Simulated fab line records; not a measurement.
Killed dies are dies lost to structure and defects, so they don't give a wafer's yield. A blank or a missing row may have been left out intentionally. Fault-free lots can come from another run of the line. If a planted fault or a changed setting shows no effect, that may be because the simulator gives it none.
A lot that was struck, set against a sound lot + flow nand_harc + 14 steps out of a route of 1302
Sound: the wafers L105.1, L105.2, L105.6. Struck: wafers L123.4, L123.5, L123.6. The cause is given at the end.
For every step that has rows: the tool of each side, followed by ch and its chambers, followed by its first start. Under that, the readings that differ: sound wafers + struck wafers + difference of the means + sigmas: that difference in standard deviations of wafers without a fault.
alike: readings with means less than 2 such deviations apart, plus words and numbers identical on both sides. not compared: withheld readings, readings lacking a value on some wafer, bounds such as >300 that could conceal the same value, and numbers that have no deviation in the record and whose values overlap.
The two part at a step that has a row with sigmas, a row that says differs or no value, or rows on one side only. Numbers that have no deviation but don't overlap get no sigmas and don't part them. A reading that every wafer of one side lacks parts them only if that side has two wafers or more.

NHARC_P_M0_CMP_23: polishes, t overpolish 20 s, target thk 117.54 nm.
  sound on cmp-03 ch 1,2,3, day 6 01:47; struck on cmp-01 ch 0,1,2, day 14 00:29
  alike: motor_current_A, time_to_endpoint_s
NHARC_P_M0_THK_MEAS_24: measures by xrf.
  sound on film_metro-01, day 6 02:06; struck on film_metro-02, day 14 00:43
| reading     | sound             | struck            | difference | sigmas |
|-------------|-------------------|-------------------|------------|--------|
| thk_nm (nm) | 114.9 115.4 115.2 | 118.9 116.7 119.5 | +3.2       | +2     |
after that, 1 step had no rows for these wafers: NHARC_P_M0_SRD_25.
NHARC_P_M0_INSPECT_27:
  sound on defect_inspect-01, day 6 02:16; struck on defect_inspect-02, day 14 00:53
  alike: raw_defect_count
NHARC_P_M0_PRE_CLEAN_31: time 12 s.
  sound on pecvd-04 ch 0,2, day 6 02:20; struck on pecvd-03 ch 0,1,2, day 14 00:59
  alike: heater_power_w
NHARC_P_M0_DEP_32: deposits SiCN, target thk 30 nm.
  sound on pecvd-04 ch 0,2, day 6 02:25; struck on pecvd-03 ch 0,1,2, day 14 01:09
  alike: heater_power_w
then, 5 steps without rows for these wafers: NHARC_P_M1_DEP_00 (deposits SiOC, target thk 182.5 nm); NHARC_P_M1_DEHYDRATE_01 (time 120 s); NHARC_P_M1_HMDS_02 (time 30 s); NHARC_P_M1_COAT_34 (time 65 s); NHARC_P_M1_COAT_03 (resist thk 90 nm).
NHARC_P_M1_SOFTBAKE_04: time 55 s.
  sound on litho_track-06 ch 0, day 6 03:00; struck on litho_track-01 ch 0, day 14 01:00
| reading                  | sound                | struck               | difference | sigmas |
|--------------------------|----------------------|----------------------|------------|--------|
| heater_power_total_W (W) | 188.58 188.38 188.29 | 192.23 192.26 192.10 | +3.78      | +32    |
  alike: exhaust_pa
after that, 1 step had no rows for these wafers: NHARC_P_M1_EBR_05.
-- the record jumps here: 19 days lie between the struck wafers' starts before and after (it left off in module P_M1 and takes up again in module END, whose first step shown is number 1302 of the route) --
NHARC_END_SORT_01:
  sound on prober-02 ch 0, day 24 08:50; struck on prober-01 ch 0, day 32 23:22
  alike: defect_limited_yield, killed_at_array, killed_at_other, killed_at_periphery, killed_dies, killed_open, killed_short

WHERE THEY PART
Last at NHARC_P_M1_SOFTBAKE_04 as far as this record goes, first at NHARC_P_M0_THK_MEAS_24. Later steps at which nothing parts them and some readings are alike: NHARC_END_SORT_01.

WHY: what the simulator had put in
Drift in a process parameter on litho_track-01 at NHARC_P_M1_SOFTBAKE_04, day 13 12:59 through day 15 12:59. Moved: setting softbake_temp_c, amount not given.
